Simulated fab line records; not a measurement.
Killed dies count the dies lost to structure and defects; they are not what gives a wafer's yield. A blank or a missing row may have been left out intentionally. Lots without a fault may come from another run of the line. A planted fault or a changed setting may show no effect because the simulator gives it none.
fab line records	flow n5Finfet
record lots=5	wafers=15	lastDay=17
route steps=1938 shown BEOL_M4@1032 PASSIVATION@1936
lots untouched by any fault: they come from a run of this same line in which no faults occurred
startH: hours from the record's first day to the start of the lot's first wafer shown	waitH: hours elapsed since this lot's preceding step	" as in the row above	L1.1+2: several wafers, shown together as one row	- no value present, or no start provided	* or withheld: withheld	< > ~ a bound
route shown NAME@n: names a module that has steps shown in the file, with the first one's number in the route	usual: mean/standard deviation taken from wafers without a fault	same: alike in all rows	chamber/n: place in a boat	sites: readings site by site	_std_site: how widely they spread, as a standard deviation	_edge_site: the outer-site mean with the inner-site mean subtracted	radiusMm: for every site, how far away it sits from the centre of the wafer	mask NAME#n: copy n	behind: the most recent tool/chamber to have shaped the wafer	hold: cause of the lot's hold/its duration in hours/its outcome	device: the transistor (n, p or np) that didn't switch	end of line: the tests these same wafers got at the end of their route	a step with no rows: only its recipe	killed: dies that structure and defects cost at the first sort, which is not the same as the wafer's yield	map: a wafer's dies, x killed, . not, _ none there
set.NAME: the run value of the setting; set.NAME@STEP: its run value at that earlier step	model.NAME: the simulator's own value behind a step, which no gauge read
lots at selected steps of the route; one table per step, one row per wafer
services: from which hour (startH, from the record's first day; less than 0 if before it) a tool's chamber was out of use, for how many hours, and why
## steps
# step N5_BEOL_M4_PEB_09
# recipe pebTempC=100	pebTimeS=60	resist=CAR-EUV
# step N5_BEOL_M4_DEVELOP_10
# recipe developTimeS=30	developer=TMAH	resist=CAR-EUV	rinseLiquid=surfactantRinse	dry=airSpin	devTempC=23
# step N5_BEOL_M4_DESCUM_16
# recipe chemistry=O2	timeS=7	sourcePowerW=50	biasPowerW=20	pressureMtorr=20	rfFrequencyHz=2.712e+07	tempC=40	resist=CAR-EUV	o2FlowSccm=225
# step N5_BEOL_M4_ETCH_74
# recipe chemistry=N2/H2	target=underlayer	targetDepthA=65	maskMaterial=CAR-EUV	timeS=5.2	ionEnergyEv=200	pressureMtorr=30	sourceW=840	biasW=150	n2FlowSccm=200	h2FlowSccm=200	ends=cleared
# step N5_BEOL_M4_ETCH_63
# recipe chemistry=CF4	target=SiARC	targetDepthA=156	maskMaterial=CAR-EUV	timeS=26	ionEnergyEv=80	pressureMtorr=40	sourceW=545	biasW=36	Ar_flow_sccm=100	cf4FlowSccm=100	ends=cleared
# step N5_BEOL_M4_ETCH_64
# recipe chemistry=N2/H2	target=SOC	targetDepthA=750	overetchA=225	maskMaterial=SiARC	tempC=40	timeS=121.9	ionEnergyEv=200	pressureMtorr=30	sourceW=840	biasW=150	n2FlowSccm=200	h2FlowSccm=200
# step N5_BEOL_M4_STRIP_65
# recipe chemistry=N2/H2	tempC=40	n2FlowSccm=200	h2FlowSccm=200	rfFrequencyHz=6e+07
# step N5_BEOL_M4_STRIP_75
# recipe chemistry=N2/H2	tempC=40	n2FlowSccm=200	h2FlowSccm=200	rfFrequencyHz=6e+07
# step N5_BEOL_M4_STRIP_66
# recipe chemistry=CF4	resist=SiARC	powerW=300	biasPowerW=75	pressureMtorr=50	cf4FlowSccm=150	rfFrequencyHz=6e+07
# step N5_BEOL_M4_HM_OPEN_17
# recipe chemistry=Cl2/BCl3	targetDepthA=200	overetchA=60	target=TiN	maskMaterial=SOC	ionEnergyEv=150	pressureMtorr=10	icpW=1000	biasW=126	Cl2_flow_sccm=53.25	bcl3FlowSccm=21.75	Ar_flow_sccm=25
# usual chamberPressureMTorr=9.999/0.0083	drypumpMotorCurrentA=5.58/0.2	oesProductAu=0.67/0.082	throttleValvePct=22.16/0.21
lot.wafer	tool	chamber	startH	waitH	chamberPressureMTorr	drypumpMotorCurrentA	oesProductAu	rfHoursCounterH	throttleValvePct	model.SOC_of_BEOL_M4_COAT_61.thkNm
L570.4	rieMetal-01	1	184.31	0.1	9.984	5.56	0.75	-	21.92	52.6
L570.5	"	0	"	"	10.000	5.90	0.65	-	22.05	52
L570.6	"	1	"	"	10.002	5.59	0.77	-	21.90	52.4
L577.1	rieMetal-01	1	223.11	0.0	10.005	5.61	0.73	17	21.91	52.2
L577.4	"	1	"	"	10.006	5.61	0.74	-	21.92	52.6
L577.6	"	0	"	"	9.996	5.89	0.64	-	22.05	50
L578.2	rieMetal-01	0	231.69	0.0	10.010	5.91	0.65	49	22.06	50
L578.3	"	1	"	"	9.988	5.56	0.74	-	21.91	52.2
L578.6	"	1	"	"	10.002	5.54	0.74	-	21.91	52.4
L579.1	rieMetal-01	1	236.95	0.0	9.996	5.56	0.73	18	21.93	52.8
L579.3	"	0	"	"	9.992	5.82	0.64	-	22.06	50.6
L579.6	"	1	"	"	10.006	5.57	0.73	-	21.92	52.8
L586.1	rieMetal-02	1	292.23	0.0	10.002	5.29	0.69	29	22.35	51.6
L586.2	"	0	"	"	9.993	5.50	0.77	6	22.15	52.2
L586.4	"	0	"	"	10.003	5.50	0.74	-	22.16	52
# step N5_BEOL_M4_STRIP_19
# recipe chemistry=O2	powerW=400	tempC=40	pressureMtorr=30	rfFrequencyHz=6e+07	biasPowerW=0	overashFraction=0.2	o2FlowSccm=225
# step N5_BEOL_M4_RC_MEAS_101
# usual DIBL_N=36.0/2.5	DIBL_P=36.7/3	IOFF_N=0.16/0.043	IOFF_P=0.21/0.049	ION_N=673/15	ION_P=461/9.8	SS_N=71.5/0.83	SS_P=73.4/0.83	VT_N=250/4	VT_P=-251/4
lot.wafer	tool	chamber	startH	waitH	DIBL_N[mV/V]	DIBL_P[mV/V]	IOFF_N[nA/um]	IOFF_P[nA/um]	ION_N[uA/um]	ION_P[uA/um]	SS_N[mV/dec]	SS_P[mV/dec]	VT_N[mV]	VT_P[mV]
L570.4	prober-01	0	192.83	0.5	37.2	39.0	0.17	0.25	676	464	71.2	73.3	247	-248
L570.5	"	0	"	"	37.2	37.7	0.15	0.21	664	455	71.4	72.9	250	-250
L570.6	"	0	"	"	37.6	38.0	0.16	0.24	678	471	71.9	73.2	249	-247
L577.1	prober-02	0	237.10	0.0	33.9	30.8	0.12	0.19	673	472	70.8	72.6	253	-249
L577.4	"	0	"	"	35.0	32.6	0.14	0.21	681	476	71.3	71.9	251	-246
L577.6	"	0	"	"	36.0	34.2	0.14	0.22	673	465	71.1	73.1	250	-248
L578.2	prober-01	0	239.56	0.2	36.3	33.3	0.13	0.15	656	444	71.6	72.4	256	-258
L578.3	"	0	"	"	38.1	39.2	0.18	0.26	668	460	72.2	74.2	251	-250
L578.6	"	0	"	"	39.1	37.0	0.19	0.21	680	453	72.6	73.7	250	-252
L579.1	prober-01	0	243.35	0.0	35.8	35.2	0.14	0.22	662	460	71.2	72.4	251	-250
L579.3	"	0	"	"	36.8	36.6	0.16	0.24	666	466	72.1	74.7	251	-244
L579.6	"	0	"	"	38.0	38.2	0.19	0.26	680	469	71.3	73.8	247	-247
L586.1	prober-01	0	305.14	0.0	36.1	36.6	0.15	0.21	660	462	72.1	73.6	250	-249
L586.2	"	0	"	"	34.3	34.1	0.12	0.18	654	453	72.2	72.7	252	-251
L586.4	"	0	"	"	39.4	41.6	0.26	0.32	713	488	73.3	74.2	240	-244
# step N5_PASSIVATION_PROBE_49
# usual defectLimitedYield=91.1/1.5	killed_at_M0_to_M3=37/11	killed_at_M4_up=13/5.6	killedAtContacts=12/5.6	killedAtFrontEnd=39/11	killedAtOther=4/3.1	killedDies=105/18	killedOpen=69/13	killedShort=35/7.4	sort_bin_5_function=5.1/0.92	sort_bin_6_memory=3.4/0.76	sort_bin_8_speed=0.02/0.11	sortNPass=1075/18	sortYieldPct=91.1/1.5
# same grossDies=1180	killedAtBackSide=0	sort_bin_4_leakage[%]=0
lot.wafer	tool	chamber	startH	waitH	defectLimitedYield[%]	killed_at_M0_to_M3	killed_at_M4_up	killedAtContacts	killedAtFrontEnd	killedAtOther	killedDies	killedOpen	killedShort	sort_bin_5_function[%]	sort_bin_6_memory[%]	sort_bin_8_speed[%]	sortNPass	sortYieldPct[%]
L570.4	prober-01	-	290.54	0.2	91.4	30	11	15	42	3	101	59	40	5.2	2.9	0	1079	91.4
L570.5	prober-01	-	290.59	0.2	88.1	43	18	13	61	5	140	85	45	6.7	3.9	0	1040	88.1
L570.6	prober-01	-	290.64	0.3	90.1	27	17	10	62	1	117	70	46	6.2	3.4	0	1063	90.1
L579.3	prober-01	-	381.32	0.1	91.4	52	13	10	26	0	101	68	32	4.7	3.4	0	1079	91.4
L579.6	prober-01	-	381.47	0.3	92.9	35	17	8	18	6	84	53	30	4.3	2.6	0	1096	92.9
# killed by level:class
L570.4 FIN_SAQP:geometricParticle:short=14 MOL_CONTACT_COAG:geometricParticle:open=13 BEOL_M0_SAQP:geometricParticle:short=11 FIN_SAQP:geometricParticle:open=9 BEOL_M0_SAQP:geometricParticle:open=5 BEOL_M4:geometricParticle:open=5 STARTING-WAFER:geometricParticle:short=5 STI_FIN_REVEAL:geometricParticle:open=4
L570.5 BEOL_M0_SAQP:geometricParticle:open=16 FIN_SAQP:geometricParticle:open=15 BEOL_M0_SAQP:geometricParticle:short=13 FIN_SAQP:geometricParticle:short=12 GATE_CUT:geometricParticle:short=10 MOL_CONTACT_COAG:geometricParticle:open=10 BEOL_M4:geometricParticle:open=9 GATE_CUT:geometricParticle:open=8
L570.6 FIN_SAQP:geometricParticle:open=13 FIN_SAQP:geometricParticle:short=11 GATE_CUT:geometricParticle:short=11 STI_FIN_REVEAL:geometricParticle:open=9 MOL_CONTACT_COAG:geometricParticle:open=9 BEOL_M0_SAQP:geometricParticle:short=9 BEOL_M4:geometricParticle:open=8 BEOL_M0_SAQP:geometricParticle:open=6
L579.3 BEOL_M0_SAQP:geometricParticle:short=14 BEOL_M0_SAQP:geometricParticle:open=13 BEOL_M2:geometricParticle:open=12 MOL_CONTACT_COAG:geometricParticle:open=8 BEOL_M1:geometricParticle:open=5 FIN_SAQP:geometricParticle:open=4 BEOL_M5:geometricParticle:open=4 FIN_SAQP:geometricParticle:short=3
L579.6 BEOL_M0_SAQP:geometricParticle:short=11 BEOL_M0_SAQP:geometricParticle:open=8 MOL_CONTACT_COAG:geometricParticle:open=7 BEOL_M5:geometricParticle:open=6 BEOL_M1:geometricParticle:open=4 BEOL_M3:geometricParticle:open=4 BEOL_M4:geometricParticle:open=4 FIN_SAQP:geometricParticle:short=3
## services
tool	chamber	startH	hours	kind
rieMetal-02	0	204.74	-	clean
rieMetal-02	0	204.74	23.6	scheduledDown
rieMetal-02	0	204.74	23.6	ventCycle
rieMetal-02	1	209.25	8.3	repair
rieMetal-02	-	233.44	1.1	repair
## key
firstSign none at tools or gauges
modelEffect step=N5_BEOL_M4_HM_OPEN_17	value=SOC_of_BEOL_M4_COAT_61.thkNm	without=52	struck=50.2
metAt N5_BEOL_M4_HM_OPEN_17
struckWafers L577.6,L578.2,L579.3
onsetBetween 184.31 223.11
fault kind=processParameterDrift	tool=rieMetal-01	chamber=0	onsetH=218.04	steps=N5_BEOL_M4_HM_OPEN_17	channel=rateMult	offset=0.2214	shape=step	endH=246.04
